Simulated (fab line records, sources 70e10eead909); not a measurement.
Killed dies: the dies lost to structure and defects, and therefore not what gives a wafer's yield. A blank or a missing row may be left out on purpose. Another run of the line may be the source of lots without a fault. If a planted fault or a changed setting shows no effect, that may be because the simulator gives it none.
Matching of chambers || flow nand_harc || NHARC_A_CONTACT_ETCH_110 on rie_diel-05 has 4 sister chambers
The step etches the open film in CF4/O2, target depth 60 nm, overetch 6 nm, time 33 s. 4 wafers are shown with their chamber, then 7 later ones without.

WAFERS, EACH WITH ITS CHAMBER
{"wafer": "L359.5", "chamber": 3, "drypump_motor_current_A (A)": 5.4}
{"wafer": "L365.5", "chamber": 2, "drypump_motor_current_A (A)": 5.2}
{"wafer": "L374.2", "chamber": 1, "drypump_motor_current_A (A)": 6.2}
{"wafer": "L374.4", "chamber": 0, "drypump_motor_current_A (A)": 6.0}

WAFERS WITHOUT THEIR CHAMBER
{"wafer": "L374.6", "drypump_motor_current_A (A)": 6.2}
{"wafer": "L375.2", "drypump_motor_current_A (A)": 6.0}
{"wafer": "L375.3", "drypump_motor_current_A (A)": 6.2}
{"wafer": "L375.5", "drypump_motor_current_A (A)": 5.1}
{"wafer": "L377.2", "drypump_motor_current_A (A)": 6.2}
{"wafer": "L377.4", "drypump_motor_current_A (A)": 5.1}
{"wafer": "L377.6", "drypump_motor_current_A (A)": 6.2}

WHICH CHAMBER EACH ONE RAN IN
{"wafer": "L374.6", "from the rows above": 1, "in truth": 1}
{"wafer": "L375.2", "from the rows above": 0, "in truth": 0}
{"wafer": "L375.3", "from the rows above": 1, "in truth": 1}
{"wafer": "L375.5", "from the rows above": 2, "in truth": 2}
{"wafer": "L377.2", "from the rows above": 1, "in truth": 1}
{"wafer": "L377.4", "from the rows above": 2, "in truth": 2}
{"wafer": "L377.6", "from the rows above": 1, "in truth": 1}
Correct placement for 7 of the 7. Not placeable from these rows: 0. Wrongly placed: 0.
How it was worked out, from the rows above alone: a wafer's distance from a chamber is the root of the sum, over the readings, of the square of ((its reading less the chamber's mean) divided by the reading's scatter). If the next closest chamber is less than 2 further off than the closest, the wafer can't be placed; otherwise it belongs to the closest. A chamber's mean is the mean of its shown wafers. The scatter: with one shown wafer a chamber, the root of the mean of the squares of how far each hidden wafer lies from its nearest shown one.
